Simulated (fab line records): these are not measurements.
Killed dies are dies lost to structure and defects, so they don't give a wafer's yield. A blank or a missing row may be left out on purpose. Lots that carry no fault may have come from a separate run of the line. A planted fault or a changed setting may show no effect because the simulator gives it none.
Which tool is to blame? :: flow nand-harc :: 24 lots with 72 wafers sampled at 6 steps, on a route of 1302 steps

WHAT THE GAUGES READ, wafer by wafer
The record lacks any reading of a measuring or inspecting step that a usual standard deviation could be used to judge.

TOOL THAT RAN EACH LOT (tool first, then ch and the chambers of the sampled wafers, then the start)
lot: L074
NHARC_A_CONTACT_ETCH_135: har-cap-etch-03 ch 0,1, day 22 23:17
NHARC_A_CONTACT_ETCH_137: har-cap-etch-03 ch 0,1, day 22 23:50
NHARC_A_CONTACT_STRIP_26: rie-diel-01 ch 0,1,3, day 23 06:55 or earlier
NHARC_A_BLC_ALD_23: ald-metal-03 ch 0,1,2, day 23 06:55
NHARC_A_M1_DEGAS_29: pvd-sputter-01, day 23 14:55
NHARC_A_BONDPAD_DEP_00: pecvd-01 ch 0,2, day 23 17:12

lot: L075
NHARC_A_CONTACT_ETCH_135: har-cap-etch-02 ch 0,1, day 23 00:50
NHARC_A_CONTACT_ETCH_137: har-cap-etch-02 ch 0,1, day 23 01:22
NHARC_A_CONTACT_STRIP_26: rie-diel-10 ch 0,1, day 23 07:35 or earlier
NHARC_A_BLC_ALD_23: ald-metal-04 ch 0,1,2, day 23 07:35
NHARC_A_M1_DEGAS_29: pvd-sputter-02, day 23 15:14
NHARC_A_BONDPAD_DEP_00: pecvd-03 ch 0,1,2, no start

lot: L076
NHARC_A_CONTACT_ETCH_135: har-cap-etch-01 ch 0,1, day 23 09:23
NHARC_A_CONTACT_ETCH_137: har-cap-etch-01 ch 0,1, day 23 09:56
NHARC_A_CONTACT_STRIP_26: rie-diel-01 ch 2,3, day 23 16:46 or earlier
NHARC_A_BLC_ALD_23: ald-metal-04 ch 0,1,3, day 23 16:46
NHARC_A_M1_DEGAS_29: pvd-sputter-02, day 24 00:52
NHARC_A_BONDPAD_DEP_00: pecvd-04 ch 1,2, day 24 03:13

lot: L077
NHARC_A_CONTACT_ETCH_135: har-cap-etch-03 ch 0,1, day 23 21:08
NHARC_A_CONTACT_ETCH_137: har-cap-etch-03 ch 0,1, day 23 21:40
NHARC_A_CONTACT_STRIP_26: rie-diel-10 ch 0,1,2, day 24 17:22 or earlier
NHARC_A_BLC_ALD_23: ald-metal-01 ch 0,2, day 24 17:22
NHARC_A_M1_DEGAS_29: pvd-sputter-02, day 25 00:46
NHARC_A_BONDPAD_DEP_00: pecvd-01 ch 0,1,2, day 25 02:59

lot: L079
NHARC_A_CONTACT_ETCH_135: har-cap-etch-03 ch 0,1, day 24 05:20
NHARC_A_CONTACT_ETCH_137: har-cap-etch-03 ch 0,1, day 24 05:53
NHARC_A_CONTACT_STRIP_26: rie-diel-08 ch 0,1,2, day 24 12:56 or earlier
NHARC_A_BLC_ALD_23: ald-metal-03 ch 0,2,3, day 24 12:56
NHARC_A_M1_DEGAS_29: pvd-sputter-03, day 24 20:59
NHARC_A_BONDPAD_DEP_00: pecvd-04 ch 0,2, day 24 23:13

lot: L078
NHARC_A_CONTACT_ETCH_135: har-cap-etch-02 ch 0,1, day 24 09:20
NHARC_A_CONTACT_ETCH_137: har-cap-etch-02 ch 0,1, day 24 09:53
NHARC_A_CONTACT_STRIP_26: rie-diel-08 ch 0,1, day 24 16:37 or earlier
NHARC_A_BLC_ALD_23: ald-metal-04 ch 2,3, day 24 16:37
NHARC_A_M1_DEGAS_29: pvd-sputter-01, day 25 00:04
NHARC_A_BONDPAD_DEP_00: pecvd-03 ch 0,2, day 25 02:25

lot: L081
NHARC_A_CONTACT_ETCH_135: har-cap-etch-03 ch 0,1, day 25 11:38
NHARC_A_CONTACT_ETCH_137: har-cap-etch-03 ch 0,1, day 25 12:11
NHARC_A_CONTACT_STRIP_26: rie-diel-01 ch 0,1,2, day 25 18:31 or earlier
NHARC_A_BLC_ALD_23: ald-metal-01 ch 1,2,3, day 25 18:31
NHARC_A_M1_DEGAS_29: pvd-sputter-02, day 26 01:49
NHARC_A_BONDPAD_DEP_00: pecvd-03 ch 0,1, day 26 04:07

lot: L080
NHARC_A_CONTACT_ETCH_135: har-cap-etch-02 ch 0,1, day 25 13:12
NHARC_A_CONTACT_ETCH_137: har-cap-etch-02 ch 0,1, day 25 13:44
NHARC_A_CONTACT_STRIP_26: rie-diel-01 ch 1,2, day 25 19:56 or earlier
NHARC_A_BLC_ALD_23: ald-metal-04 ch 0,1,2, day 25 19:56
NHARC_A_M1_DEGAS_29: pvd-sputter-02, day 26 03:45
NHARC_A_BONDPAD_DEP_00: pecvd-01 ch 0,1,2, day 26 06:07

lot: L082
NHARC_A_CONTACT_ETCH_135: har-cap-etch-03 ch 0,1, day 25 17:19
NHARC_A_CONTACT_ETCH_137: har-cap-etch-03 ch 0,1, day 25 17:52
NHARC_A_CONTACT_STRIP_26: rie-diel-10 ch 0,3, day 26 00:05 or earlier
NHARC_A_BLC_ALD_23: ald-metal-01 ch 1,2, day 26 00:05
NHARC_A_M1_DEGAS_29: pvd-sputter-02, day 26 07:13
NHARC_A_BONDPAD_DEP_00: pecvd-01 ch 0,1,2, day 26 09:30

lot: L083
NHARC_A_CONTACT_ETCH_135: har-cap-etch-02 ch 0,1, day 26 04:29
NHARC_A_CONTACT_ETCH_137: har-cap-etch-02 ch 0,1, day 26 05:02
NHARC_A_CONTACT_STRIP_26: rie-diel-01 ch 1,3, day 26 11:04 or earlier
NHARC_A_BLC_ALD_23: ald-metal-01 ch 1,2, day 26 11:04
NHARC_A_M1_DEGAS_29: pvd-sputter-01, day 26 18:26
NHARC_A_BONDPAD_DEP_00: pecvd-03 ch 1,2, no start

lot: L086
NHARC_A_CONTACT_ETCH_135: har-cap-etch-01 ch 0,1, day 27 10:49
NHARC_A_CONTACT_ETCH_137: har-cap-etch-01 ch 0,1, day 27 11:22
NHARC_A_CONTACT_STRIP_26: rie-diel-01 ch 0,2,3, day 27 17:34 or earlier
NHARC_A_BLC_ALD_23: ald-metal-03 ch 0,1, day 27 17:34
NHARC_A_M1_DEGAS_29: pvd-sputter-02, day 28 01:10
NHARC_A_BONDPAD_DEP_00: pecvd-04 ch 0,2, day 28 03:29

lot: L087
NHARC_A_CONTACT_ETCH_135: har-cap-etch-03 ch 0,1, day 27 17:22
NHARC_A_CONTACT_ETCH_137: har-cap-etch-03 ch 0,1, day 27 17:54
NHARC_A_CONTACT_STRIP_26: rie-diel-10 ch 1,2,3, day 28 00:16 or earlier
NHARC_A_BLC_ALD_23: ald-metal-01 ch 0,1,2, day 28 00:16
NHARC_A_M1_DEGAS_29: pvd-sputter-03, day 28 07:26
NHARC_A_BONDPAD_DEP_00: pecvd-03 ch 0,1,2, day 28 09:41

lot: L085
NHARC_A_CONTACT_ETCH_135: har-cap-etch-03 ch 0,1, day 27 19:59
NHARC_A_CONTACT_ETCH_137: har-cap-etch-03 ch 0,1, day 27 20:32
NHARC_A_CONTACT_STRIP_26: rie-diel-08 ch 1,2, day 28 03:07 or earlier
NHARC_A_BLC_ALD_23: ald-metal-04 ch 0,1,3, day 28 03:07
NHARC_A_M1_DEGAS_29: pvd-sputter-03, day 28 10:20
NHARC_A_BONDPAD_DEP_00: pecvd-01 ch 1,2, day 28 12:35

lot: L084
NHARC_A_CONTACT_ETCH_135: har-cap-etch-02 ch 0,1, day 28 05:23
NHARC_A_CONTACT_ETCH_137: har-cap-etch-02 ch 0,1, day 28 05:56
NHARC_A_CONTACT_STRIP_26: rie-diel-01 ch 0,1,2, day 28 12:14 or earlier
NHARC_A_BLC_ALD_23: ald-metal-03 ch 2,3, day 28 12:14
NHARC_A_M1_DEGAS_29: pvd-sputter-03, day 28 19:37
NHARC_A_BONDPAD_DEP_00: pecvd-03 ch 0,1,2, day 28 21:52

lot: L091
NHARC_A_CONTACT_ETCH_135: har-cap-etch-01 ch 0,1, day 28 10:35
NHARC_A_CONTACT_ETCH_137: har-cap-etch-01 ch 0,1, day 28 11:08
NHARC_A_CONTACT_STRIP_26: rie-diel-01 ch 0,1,3, day 28 18:37 or earlier
NHARC_A_BLC_ALD_23: ald-metal-01 ch 0,1,3, day 28 18:37
NHARC_A_M1_DEGAS_29: pvd-sputter-03, day 29 01:55
NHARC_A_BONDPAD_DEP_00: pecvd-03 ch 0,2, no start

lot: L089
NHARC_A_CONTACT_ETCH_135: har-cap-etch-02 ch 0,1, day 28 12:46
NHARC_A_CONTACT_ETCH_137: har-cap-etch-02 ch 0,1, day 28 13:19
NHARC_A_CONTACT_STRIP_26: rie-diel-01 ch 0,1,2, day 28 19:36 or earlier
NHARC_A_BLC_ALD_23: ald-metal-01 ch 0,2,3, day 28 19:36
NHARC_A_M1_DEGAS_29: pvd-sputter-03, day 29 02:52
NHARC_A_BONDPAD_DEP_00: pecvd-04 ch 1,2, day 29 05:08

lot: L088
NHARC_A_CONTACT_ETCH_135: har-cap-etch-01 ch 0,1, day 28 15:59
NHARC_A_CONTACT_ETCH_137: har-cap-etch-01 ch 0,1, day 28 16:32
NHARC_A_CONTACT_STRIP_26: rie-diel-08 ch 0,2, day 28 22:55 or earlier
NHARC_A_BLC_ALD_23: ald-metal-04 ch 2,3, day 28 22:55
NHARC_A_M1_DEGAS_29: pvd-sputter-02, day 29 06:29
NHARC_A_BONDPAD_DEP_00: pecvd-03 ch 1,2, day 29 08:46

lot: L090
NHARC_A_CONTACT_ETCH_135: har-cap-etch-02 ch 0,1, day 28 21:44
NHARC_A_CONTACT_ETCH_137: har-cap-etch-02 ch 0,1, day 28 22:16
NHARC_A_CONTACT_STRIP_26: rie-diel-10 ch 0,1, day 29 04:27 or earlier
NHARC_A_BLC_ALD_23: ald-metal-01 ch 0,1,3, day 29 04:27
NHARC_A_M1_DEGAS_29: pvd-sputter-01, day 29 11:53
NHARC_A_BONDPAD_DEP_00: pecvd-04 ch 0,1, no start

lot: L093
NHARC_A_CONTACT_ETCH_135: har-cap-etch-01 ch 0,1, day 29 21:51
NHARC_A_CONTACT_ETCH_137: har-cap-etch-01 ch 0,1, day 29 22:23
NHARC_A_CONTACT_STRIP_26: rie-diel-01 ch 0,2,3, day 30 04:28 or earlier
NHARC_A_BLC_ALD_23: ald-metal-01 ch 0,1, day 30 04:28
NHARC_A_M1_DEGAS_29: pvd-sputter-01, day 30 11:31
NHARC_A_BONDPAD_DEP_00: pecvd-04 ch 0,1,2, day 30 13:56

lot: L092
NHARC_A_CONTACT_ETCH_135: har-cap-etch-02 ch 0,1, day 30 00:03
NHARC_A_CONTACT_ETCH_137: har-cap-etch-02 ch 0,1, day 30 00:35
NHARC_A_CONTACT_STRIP_26: rie-diel-01 ch 1,2,3, day 30 06:53 or earlier
NHARC_A_BLC_ALD_23: ald-metal-04 ch 0,1,2, day 30 06:53
NHARC_A_M1_DEGAS_29: pvd-sputter-01, day 30 14:11
NHARC_A_BONDPAD_DEP_00: pecvd-03 ch 0,1,2, day 30 16:28

lot: L094
NHARC_A_CONTACT_ETCH_135: har-cap-etch-03 ch 0,1, day 31 01:12
NHARC_A_CONTACT_ETCH_137: har-cap-etch-03 ch 0,1, day 31 01:44
NHARC_A_CONTACT_STRIP_26: rie-diel-08 ch 1,2,3, day 31 08:03 or earlier
NHARC_A_BLC_ALD_23: ald-metal-01 ch 0,3, day 31 08:03
NHARC_A_M1_DEGAS_29: pvd-sputter-01, day 31 15:19
NHARC_A_BONDPAD_DEP_00: pecvd-01 ch 0,1, day 31 17:42

lot: L096
NHARC_A_CONTACT_ETCH_135: har-cap-etch-02 ch 0,1, day 31 21:59
NHARC_A_CONTACT_ETCH_137: har-cap-etch-02 ch 0,1, day 31 22:42
NHARC_A_CONTACT_STRIP_26: rie-diel-01 ch 1,2,3, day 32 05:59 or earlier
NHARC_A_BLC_ALD_23: ald-metal-01 ch 1,3, day 32 05:59
NHARC_A_M1_DEGAS_29: pvd-sputter-01, day 32 13:22
NHARC_A_BONDPAD_DEP_00: pecvd-01 ch 0,1,2, day 32 15:38

lot: L097
NHARC_A_CONTACT_ETCH_135: har-cap-etch-03 ch 0,1, day 32 03:34
NHARC_A_CONTACT_ETCH_137: har-cap-etch-03 ch 0,1, day 32 04:07
NHARC_A_CONTACT_STRIP_26: rie-diel-01 ch 0,1,3, day 32 10:13 or earlier
NHARC_A_BLC_ALD_23: ald-metal-04 ch 1,2, day 32 10:13
NHARC_A_M1_DEGAS_29: pvd-sputter-02, day 32 17:35
NHARC_A_BONDPAD_DEP_00: pecvd-04 ch 0,1,2, no start

lot: L095
NHARC_A_CONTACT_ETCH_135: har-cap-etch-01 ch 0,1, day 32 03:53
NHARC_A_CONTACT_ETCH_137: har-cap-etch-01 ch 0,1, day 32 04:25
NHARC_A_CONTACT_STRIP_26: rie-diel-08 ch 0,3, day 32 10:52 or earlier
NHARC_A_BLC_ALD_23: ald-metal-01 ch 0,1,2, day 32 10:52
NHARC_A_M1_DEGAS_29: pvd-sputter-02, day 32 18:10
NHARC_A_BONDPAD_DEP_00: pecvd-01 ch 0,1, day 32 20:56
- NHARC_A_CONTACT_ETCH_135: etches the open film in C4F8/O2/Ar, time 311 s, target depth 1912 nm.
- NHARC_A_CONTACT_ETCH_137: etches the open film in C4F8/O2/Ar, time 311 s, target depth 1912 nm.
- NHARC_A_CONTACT_STRIP_26: strips in O2.
- NHARC_A_BLC_ALD_23: deposits TiN, target thk 3 nm, pulse time 1 s, ald cycles 150.
- NHARC_A_M1_DEGAS_29: time 60 s.
- NHARC_A_BONDPAD_DEP_00: deposits SiCN, target thk 250 nm.

AS READ BY THE TOOLS THEMSELVES (means over the sampled wafers that have a number; for cases with no such wafer, the mark the record gives instead)
NHARC_A_CONTACT_STRIP_26.
lot: L074
tool: rie-diel-01
drypump-motor-current-A (A): 5.8
oes-product-au (a.u.): 1.006
rf-vpp-V (V): 58.4
showerhead-plenum-p-Torr (Torr): 3.49
throttle-valve-pct (%): 17.035

lot: L075
tool: rie-diel-10
drypump-motor-current-A (A): 5.4
oes-product-au (a.u.): 1.008
rf-vpp-V (V): 57.7
showerhead-plenum-p-Torr (Torr): 3.44
throttle-valve-pct (%): 17.045

lot: L076
tool: rie-diel-01
drypump-motor-current-A (A): 5.6
oes-product-au (a.u.): 0.995
rf-vpp-V (V): 57.6
showerhead-plenum-p-Torr (Torr): 3.46
throttle-valve-pct (%): 17.031

lot: L077
tool: rie-diel-10
drypump-motor-current-A (A): 5.5
oes-product-au (a.u.): 1.001
rf-vpp-V (V): 57.0
showerhead-plenum-p-Torr (Torr): 3.40
throttle-valve-pct (%): 17.035

lot: L079
tool: rie-diel-08
drypump-motor-current-A (A): 6.4
oes-product-au (a.u.): 1.002
rf-vpp-V (V): 58.5
showerhead-plenum-p-Torr (Torr): 3.60
throttle-valve-pct (%): 17.030

lot: L078
tool: rie-diel-08
drypump-motor-current-A (A): 6.1
oes-product-au (a.u.): 0.995
rf-vpp-V (V): 57.5
showerhead-plenum-p-Torr (Torr): 3.62
throttle-valve-pct (%): 17.031

lot: L081
tool: rie-diel-01
drypump-motor-current-A (A): 5.9
oes-product-au (a.u.): 1.006
rf-vpp-V (V): 57.0
showerhead-plenum-p-Torr (Torr): 3.44
throttle-valve-pct (%): 17.043

lot: L080
tool: rie-diel-01
drypump-motor-current-A (A): 6.2
oes-product-au (a.u.): 1.011
rf-vpp-V (V): 57.0
showerhead-plenum-p-Torr (Torr): 3.48
throttle-valve-pct (%): 17.032

lot: L082
tool: rie-diel-10
drypump-motor-current-A (A): 5.5
oes-product-au (a.u.): 1.004
rf-vpp-V (V): 57.0
showerhead-plenum-p-Torr (Torr): 3.35
throttle-valve-pct (%): 17.034

lot: L083
tool: rie-diel-01
drypump-motor-current-A (A): 6.0
oes-product-au (a.u.): 1.017
rf-vpp-V (V): 57.8
showerhead-plenum-p-Torr (Torr): 3.52
throttle-valve-pct (%): 17.038

lot: L086
tool: rie-diel-01
drypump-motor-current-A (A): 5.6
oes-product-au (a.u.): 1.007
rf-vpp-V (V): 58.0
showerhead-plenum-p-Torr (Torr): 3.42
throttle-valve-pct (%): 17.034

lot: L087
tool: rie-diel-10
drypump-motor-current-A (A): 5.5
oes-product-au (a.u.): 1.001
rf-vpp-V (V): 58.6
showerhead-plenum-p-Torr (Torr): 3.55
throttle-valve-pct (%): 17.047

lot: L085
tool: rie-diel-08
drypump-motor-current-A (A): 6.5
oes-product-au (a.u.): 1.008
rf-vpp-V (V): 57.6
showerhead-plenum-p-Torr (Torr): 3.56
throttle-valve-pct (%): 17.037

lot: L084
tool: rie-diel-01
drypump-motor-current-A (A): 5.9
oes-product-au (a.u.): 1.011
rf-vpp-V (V): 58.0
showerhead-plenum-p-Torr (Torr): 3.44
throttle-valve-pct (%): 17.038

lot: L091
tool: rie-diel-01
drypump-motor-current-A (A): 5.8
oes-product-au (a.u.): 1.004
rf-vpp-V (V): 57.2
showerhead-plenum-p-Torr (Torr): 3.48
throttle-valve-pct (%): 17.043

lot: L089
tool: rie-diel-01
drypump-motor-current-A (A): 5.9
oes-product-au (a.u.): 1.004
rf-vpp-V (V): 57.8
showerhead-plenum-p-Torr (Torr): 3.44
throttle-valve-pct (%): 17.034

lot: L088
tool: rie-diel-08
drypump-motor-current-A (A): 6.3
oes-product-au (a.u.): 0.996
rf-vpp-V (V): 58.2
showerhead-plenum-p-Torr (Torr): 3.64
throttle-valve-pct (%): 17.035

lot: L090
tool: rie-diel-10
drypump-motor-current-A (A): 5.4
oes-product-au (a.u.): 0.982
rf-vpp-V (V): 57.3
showerhead-plenum-p-Torr (Torr): 3.46
throttle-valve-pct (%): 17.035

lot: L093
tool: rie-diel-01
drypump-motor-current-A (A): 5.6
oes-product-au (a.u.): 1.003
rf-vpp-V (V): 57.3
showerhead-plenum-p-Torr (Torr): 3.42
throttle-valve-pct (%): 17.024

lot: L092
tool: rie-diel-01
drypump-motor-current-A (A): 5.9
oes-product-au (a.u.): 1.013
rf-vpp-V (V): 57.3
showerhead-plenum-p-Torr (Torr): 3.46
throttle-valve-pct (%): 17.031

lot: L094
tool: rie-diel-08
drypump-motor-current-A (A): 6.3
oes-product-au (a.u.): 0.997
rf-vpp-V (V): 58.0
showerhead-plenum-p-Torr (Torr): 3.46
throttle-valve-pct (%): 17.037

lot: L096
tool: rie-diel-01
drypump-motor-current-A (A): 5.9
oes-product-au (a.u.): 1.004
rf-vpp-V (V): 56.4
showerhead-plenum-p-Torr (Torr): 3.45
throttle-valve-pct (%): 17.034

lot: L097
tool: rie-diel-01
drypump-motor-current-A (A): 5.8
oes-product-au (a.u.): 1.000
rf-vpp-V (V): 58.5
showerhead-plenum-p-Torr (Torr): 3.47
throttle-valve-pct (%): 17.041

lot: L095
tool: rie-diel-08
drypump-motor-current-A (A): 5.8
oes-product-au (a.u.): 1.000
rf-vpp-V (V): 57.6
showerhead-plenum-p-Torr (Torr): 3.46
throttle-valve-pct (%): 17.037

NHARC_A_BLC_ALD_23.
lot: L074
tool: ald-metal-03
heater-power-w (W): 1051
precursor-pulse-height-rel: 1.009

lot: L075
tool: ald-metal-04
heater-power-w (W): 1056
precursor-pulse-height-rel: 0.981

lot: L076
tool: ald-metal-04
heater-power-w (W): 975
precursor-pulse-height-rel: 1.009

lot: L077
tool: ald-metal-01
heater-power-w (W): 1266
precursor-pulse-height-rel: 0.999

lot: L079
tool: ald-metal-03
heater-power-w (W): 1000
precursor-pulse-height-rel: 0.980

lot: L078
tool: ald-metal-04
heater-power-w (W): 1109
precursor-pulse-height-rel: 1.001

lot: L081
tool: ald-metal-01
heater-power-w (W): 1075
precursor-pulse-height-rel: 1.026

lot: L080
tool: ald-metal-04
heater-power-w (W): 1054
precursor-pulse-height-rel: 0.987

lot: L082
tool: ald-metal-01
heater-power-w (W): 1116
precursor-pulse-height-rel: 0.999

lot: L083
tool: ald-metal-01
heater-power-w (W): 1138
precursor-pulse-height-rel: 1.012

lot: L086
tool: ald-metal-03
heater-power-w (W): 1128
precursor-pulse-height-rel: 0.995

lot: L087
tool: ald-metal-01
heater-power-w (W): 1198
precursor-pulse-height-rel: 0.990

lot: L085
tool: ald-metal-04
heater-power-w (W): 987
precursor-pulse-height-rel: 0.993

lot: L084
tool: ald-metal-03
heater-power-w (W): 981
precursor-pulse-height-rel: 0.999

lot: L091
tool: ald-metal-01
heater-power-w (W): 1127
precursor-pulse-height-rel: 0.993

lot: L089
tool: ald-metal-01
heater-power-w (W): 1196
precursor-pulse-height-rel: 1.002

lot: L088
tool: ald-metal-04
heater-power-w (W): 1112
precursor-pulse-height-rel: 0.989

lot: L090
tool: ald-metal-01
heater-power-w (W): 1149
precursor-pulse-height-rel: 0.999

lot: L093
tool: ald-metal-01
heater-power-w (W): 1250
precursor-pulse-height-rel: 0.998

lot: L092
tool: ald-metal-04
heater-power-w (W): 1010
precursor-pulse-height-rel: 0.982

lot: L094
tool: ald-metal-01
heater-power-w (W): 1097
precursor-pulse-height-rel: 0.999

lot: L096
tool: ald-metal-01
heater-power-w (W): 1057
precursor-pulse-height-rel: 1.006

lot: L097
tool: ald-metal-04
heater-power-w (W): 1116
precursor-pulse-height-rel: 0.991

lot: L095
tool: ald-metal-01
heater-power-w (W): 1169
precursor-pulse-height-rel: 0.992

NHARC_A_M1_DEGAS_29.
lot: L074
tool: pvd-sputter-01
heater-power-w (W): 329

lot: L075
tool: pvd-sputter-02
heater-power-w (W): 307

lot: L076
tool: pvd-sputter-02
heater-power-w (W): 322

lot: L077
tool: pvd-sputter-02
heater-power-w (W): 319

lot: L079
tool: pvd-sputter-03
heater-power-w (W): 330

lot: L078
tool: pvd-sputter-01
heater-power-w (W): 326

lot: L081
tool: pvd-sputter-02
heater-power-w (W): 326

lot: L080
tool: pvd-sputter-02
heater-power-w (W): 317

lot: L082
tool: pvd-sputter-02
heater-power-w (W): 324

lot: L083
tool: pvd-sputter-01
heater-power-w (W): 330

lot: L086
tool: pvd-sputter-02
heater-power-w (W): 340

lot: L087
tool: pvd-sputter-03
heater-power-w (W): 340

lot: L085
tool: pvd-sputter-03
heater-power-w (W): 332

lot: L084
tool: pvd-sputter-03
heater-power-w (W): 360

lot: L091
tool: pvd-sputter-03
heater-power-w (W): 334

lot: L089
tool: pvd-sputter-03
heater-power-w (W): 366

lot: L088
tool: pvd-sputter-02
heater-power-w (W): 323

lot: L090
tool: pvd-sputter-01
heater-power-w (W): 315

lot: L093
tool: pvd-sputter-01
heater-power-w (W): 327

lot: L092
tool: pvd-sputter-01
heater-power-w (W): 313

lot: L094
tool: pvd-sputter-01
heater-power-w (W): 328

lot: L096
tool: pvd-sputter-01
heater-power-w (W): 316

lot: L097
tool: pvd-sputter-02
heater-power-w (W): 328

lot: L095
tool: pvd-sputter-02
heater-power-w (W): 319

NHARC_A_BONDPAD_DEP_00.
lot: L074
tool: pecvd-01
heater-power-w (W): 570

lot: L075
tool: pecvd-03
heater-power-w (W): 558

lot: L076
tool: pecvd-04
heater-power-w (W): 557

lot: L077
tool: pecvd-01
heater-power-w (W): 546

lot: L079
tool: pecvd-04
heater-power-w (W): 574

lot: L078
tool: pecvd-03
heater-power-w (W): 533

lot: L081
tool: pecvd-03
heater-power-w (W): 533

lot: L080
tool: pecvd-01
heater-power-w (W): 536

lot: L082
tool: pecvd-01
heater-power-w (W): 542

lot: L083
tool: pecvd-03
heater-power-w (W): 556

lot: L086
tool: pecvd-04
heater-power-w (W): 564

lot: L087
tool: pecvd-03
heater-power-w (W): 543

lot: L085
tool: pecvd-01
heater-power-w (W): 472

lot: L084
tool: pecvd-03
heater-power-w (W): 523

lot: L091
tool: pecvd-03
heater-power-w (W): 546

lot: L089
tool: pecvd-04
heater-power-w (W): 549

lot: L088
tool: pecvd-03
heater-power-w (W): 529

lot: L090
tool: pecvd-04
heater-power-w (W): 547

lot: L093
tool: pecvd-04
heater-power-w (W): 506

lot: L092
tool: pecvd-03
heater-power-w (W): 506

lot: L094
tool: pecvd-01
heater-power-w (W): 563

lot: L096
tool: pecvd-01
heater-power-w (W): 554

lot: L097
tool: pecvd-04
heater-power-w (W): 552

lot: L095
tool: pecvd-01
heater-power-w (W): 559

THE ANSWER, worked out from the rows above alone
Rule: the usual values come from the lots themselves. Put in order of their means at a reading, lots are off if they are a third of the lots or fewer, leave a main group of 4 or more, and stand apart from it by a gap of 3 or more times the standard deviation of the main group's means; of several such gaps the widest counts. Not used: any main group whose means are identical at the precision the tables above print for the reading. A lot without any number at a reading at which 4 lots or more have one is off too. Any other lot the step has rows for is counted as sound. After the gauges, taken in route order, come the tools' own readings; for these a lot's mean is taken, as printed above. At the first step where some lot is off, the reading lying furthest off is the one used; lots without a number count as furthest.
No lot is off on any of the readings shown, so nothing can be concluded from this.

WHAT THE SIMULATOR PUT IN
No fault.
